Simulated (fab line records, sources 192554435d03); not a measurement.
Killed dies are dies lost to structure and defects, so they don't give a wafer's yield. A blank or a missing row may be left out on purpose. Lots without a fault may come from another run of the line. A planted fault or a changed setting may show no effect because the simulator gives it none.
Chamber matching | flow n5_finfet | N5_BEOL_M13_TRENCH_ETCH_34 on rie_diel-03: 4 sister chambers
The step etches SiOC in C4F8/O2/Ar, target depth 413.47 nm, time 162.6 s. 22 wafers are shown with their chamber, then 11 later ones without.

WAFERS WITH THEIR CHAMBER
wafer  | chamber | showerhead_plenum_p_Torr (Torr) | throttle_valve_pct (%) | oes_product_au (a.u.)
L075.1 | 1       | 3.37                            | 24.42                  | 0.72
L075.3 | 2       | 3.39                            | 24.14                  | 0.72
L075.5 | 3       | 3.61                            | 24.07                  | 0.86
L078.1 | 3       | 3.61                            | 24.08                  | 0.86
L078.3 | 0       | 3.52                            | 23.95                  | 0.73
L078.6 | 0       | 3.52                            | 23.94                  | 0.73
L079.1 | 3       | 3.60                            | 24.08                  | 0.84
L079.3 | 2       | 3.39                            | 24.16                  | 0.71
L079.6 | 0       | 3.51                            | 23.95                  | 0.73
L083.2 | 3       | 3.60                            | 24.09                  | 0.84
L083.4 | 0       | 3.51                            | 23.98                  | 0.73
L083.5 | 0       | 3.51                            | 23.96                  | 0.72
L086.1 | 1       | 3.36                            | 24.46                  | 0.70
L086.3 | 0       | 3.51                            | 23.97                  | 0.72
L086.4 | 2       | 3.38                            | 24.18                  | 0.70
L089.4 | 3       | 3.60                            | 24.10                  | 0.84
L089.5 | 0       | 3.51                            | 23.98                  | 0.72
L089.6 | 3       | 3.60                            | 24.10                  | 0.83
L090.1 | 0       | 3.50                            | 23.96                  | 0.72
L090.2 | 3       | 3.60                            | 24.10                  | 0.84
L090.5 | 0       | 3.50                            | 23.96                  | 0.72
L093.2 | 1       | 3.36                            | 24.46                  | 0.70

SIGNATURES (means of the wafers above)
reading                  | chamber 0 | chamber 1 | chamber 2 | chamber 3 | scatter within a chamber
showerhead_plenum_p_Torr | 3.5100    | 3.3633    | 3.3867    | 3.6029    | 0.00613
throttle_valve_pct       | 23.9611   | 24.4467   | 24.1600   | 24.0886   | 0.0154
oes_product_au           | 0.7244    | 0.7067    | 0.7100    | 0.8443    | 0.00901
Rule: a wafer's distance from a chamber is the root of the sum, over the readings, of the square of ((its reading less the chamber's mean) divided by the reading's scatter). The wafer belongs to the nearest chamber; if the next one is less than 2 further off, it can't be placed. The scatter: the root of (the sum of the squares of (reading less its chamber's mean) over the shown wafers, divided by (wafers less chambers)).

WAFERS WITHOUT THEIR CHAMBER
wafer  | showerhead_plenum_p_Torr (Torr) | throttle_valve_pct (%) | oes_product_au (a.u.)
L093.4 | 3.59                            | 24.10                  | 0.83
L093.5 | 3.59                            | 24.11                  | 0.84
L095.1 | 3.59                            | 24.13                  | 0.82
L095.3 | 3.50                            | 23.99                  | 0.71
L095.4 | 3.38                            | 24.19                  | 0.69
L094.1 | 3.35                            | 24.45                  | 0.69
L094.4 | 3.50                            | 24.01                  | 0.71
L094.6 | 3.35                            | 24.45                  | 0.70
L096.1 | 3.35                            | 24.48                  | 0.69
L096.3 | 3.50                            | 23.99                  | 0.71
L096.4 | 3.59                            | 24.12                  | 0.82

WHICH CHAMBER EACH WENT THROUGH
wafer  | from the rows above | in truth
L093.4 | 3                   | 3
L093.5 | 3                   | 3
L095.1 | 3                   | 3
L095.3 | 0                   | 0
L095.4 | 2                   | 2
L094.1 | 1                   | 1
L094.4 | 0                   | 0
L094.6 | 1                   | 1
L096.1 | 1                   | 1
L096.3 | 0                   | 0
L096.4 | 3                   | 3
Placed correctly: 11 of 11. Can't be placed from these rows: 0. Placed wrongly: 0.
